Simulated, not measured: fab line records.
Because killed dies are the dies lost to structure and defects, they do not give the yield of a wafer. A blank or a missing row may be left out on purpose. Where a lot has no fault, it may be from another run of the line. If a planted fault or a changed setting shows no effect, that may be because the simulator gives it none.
Check for tools in common :: flow n5Finfet :: 8 lots and 24 wafers in the sample

THE REASON FOR OPENING IT
On 2 of the 8 lots, a flag is raised at N5_BEOL_M5_CD_MEAS_28 on the reading cdNm. Fault-free wafers read 30.55 nm, with a standard deviation of 0.22.
Rule: a lot is flagged when every wafer of it that has a number lies more than 4 standard deviations from that mean, or none has a number. All remaining lots are regarded as sound.

lot: L449
measured: day 8 18:56
on: cdSem-03
cdNm (nm), wafer by wafer: 30.50 30.35 30.84
flag: 

lot: L454
measured: day 10 00:17
on: cdSem-03
cdNm (nm), wafer by wafer: 30.11 30.52 30.85
flag: 

lot: L455
measured: day 10 03:04
on: cdSem-02
cdNm (nm), wafer by wafer: 30.64 30.62 30.48
flag: 

lot: L464
measured: day 12 19:46
on: cdSem-02
cdNm (nm), wafer by wafer: 27.55 27.54 27.55
flag: FLAGGED

lot: L466
measured: day 12 19:49
on: cdSem-03
cdNm (nm), wafer by wafer: 27.92 27.65 27.71
flag: FLAGGED

lot: L465
measured: day 13 00:07
on: cdSem-03
cdNm (nm), wafer by wafer: 30.80 30.67 30.85
flag: 

lot: L467
measured: day 13 00:41
on: cdSem-03
cdNm (nm), wafer by wafer: 30.48 30.49 30.44
flag: 

lot: L470
measured: day 13 20:04
on: cdSem-01
cdNm (nm), wafer by wafer: 30.66 30.30 30.44
flag: 
The numbers of the flagged lots are 27.65 nm on average: -2.90 nm against the usual, or -13 standard deviations.

WHICH TOOL RAN EACH LOT
Before the reading, the record contains 2 process steps out of a 1938-step route. Every cell lists first the tool, next ch and the chambers used by the sampled wafers, and last the start.
lot: L449
flag: 
N5_BEOL_M5_STRIP_19: rieDiel-06 ch 0,2,3, day 8 18:25
N5_BEOL_M5_EXPOSE_25: euvScanner-02 ch 0, day 8 18:48

lot: L454
flag: 
N5_BEOL_M5_STRIP_19: rieDiel-06 ch 0,2,3, day 9 21:59
N5_BEOL_M5_EXPOSE_25: euvScanner-02 ch 0, day 10 00:10

lot: L455
flag: 
N5_BEOL_M5_STRIP_19: rieDiel-02 ch 1,2,3, day 10 01:59
N5_BEOL_M5_EXPOSE_25: euvScanner-02 ch 0, day 10 02:55

lot: L464
flag: FLAGGED
N5_BEOL_M5_STRIP_19: rieDiel-02 ch 0,3, day 12 16:49
N5_BEOL_M5_EXPOSE_25: euvScanner-02 ch 0, day 12 19:38

lot: L466
flag: FLAGGED
N5_BEOL_M5_STRIP_19: rieDiel-01 ch 0,1, day 12 17:22
N5_BEOL_M5_EXPOSE_25: euvScanner-02 ch 0, day 12 19:40

lot: L465
flag: 
N5_BEOL_M5_STRIP_19: rieDiel-02 ch 0,3, day 12 20:59
N5_BEOL_M5_EXPOSE_25: euvScanner-01 ch 0, day 12 23:59

lot: L467
flag: 
N5_BEOL_M5_STRIP_19: rieDiel-02 ch 0,1,2, day 12 21:26
N5_BEOL_M5_EXPOSE_25: euvScanner-01 ch 0, day 13 00:33

lot: L470
flag: 
N5_BEOL_M5_STRIP_19: rieDiel-02 ch 1,3, day 13 18:59
N5_BEOL_M5_EXPOSE_25: euvScanner-01 ch 0, day 13 19:56
What the steps here do:
- N5_BEOL_M5_STRIP_19: strips in O2.
- N5_BEOL_M5_EXPOSE_25: exposes mask V4, defocus 10 nm.
- N5_BEOL_M5_CD_MEAS_28: target cd 30.6 nm, target cd y 20 nm.

FLAGGED AGAINST TOTAL, ONE TOOL AT A TIME (gauges that did the reading follow at the end)
step: N5_BEOL_M5_STRIP_19
tool: rieDiel-01
lots run: 1
flagged: 1
share of the flagged lots: some
sound lots run after its first flagged lot: 0

step: N5_BEOL_M5_STRIP_19
tool: rieDiel-02
lots run: 5
flagged: 1
share of the flagged lots: some
sound lots run after its first flagged lot: 3 (L465,L467,L470)

step: N5_BEOL_M5_STRIP_19
tool: rieDiel-06
lots run: 2
flagged: 0
share of the flagged lots: none
sound lots run after its first flagged lot: -

step: N5_BEOL_M5_EXPOSE_25
tool: euvScanner-01
lots run: 3
flagged: 0
share of the flagged lots: none
sound lots run after its first flagged lot: -

step: N5_BEOL_M5_EXPOSE_25
tool: euvScanner-02
lots run: 5
flagged: 2
share of the flagged lots: all
sound lots run after its first flagged lot: 0

step: N5_BEOL_M5_CD_MEAS_28
tool: cdSem-01
lots run: 1
flagged: 0
share of the flagged lots: none
sound lots run after its first flagged lot: -

step: N5_BEOL_M5_CD_MEAS_28
tool: cdSem-02
lots run: 2
flagged: 1
share of the flagged lots: some
sound lots run after its first flagged lot: 0

step: N5_BEOL_M5_CD_MEAS_28
tool: cdSem-03
lots run: 5
flagged: 1
share of the flagged lots: some
sound lots run after its first flagged lot: 2 (L465,L467)

WHAT THE TABLE PERMITS
All flagged lots share 1 row of the table, namely euvScanner-02 at N5_BEOL_M5_EXPOSE_25.
- euvScanner-02 at N5_BEOL_M5_EXPOSE_25 ran 5 lots, 2 of them flagged. A fault beginning between L455 (day 10 02:55), its last sound lot, and L464 (day 12 19:38), its first flagged one, fits the data. Its own readings (exposureDoseMJCm2) fall more than 4 standard deviations out on all wafers of the flagged lots.
One tool is left: euvScanner-02 at N5_BEOL_M5_EXPOSE_25.

WHAT WAS PUT IN BY THE SIMULATOR
Process parameters drifting: euvScanner-02 at N5_BEOL_M5_EXPOSE_25, beginning at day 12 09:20. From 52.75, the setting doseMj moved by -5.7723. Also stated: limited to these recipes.
Shown lots that were struck: L464, L466. This agrees with what the rule above found.
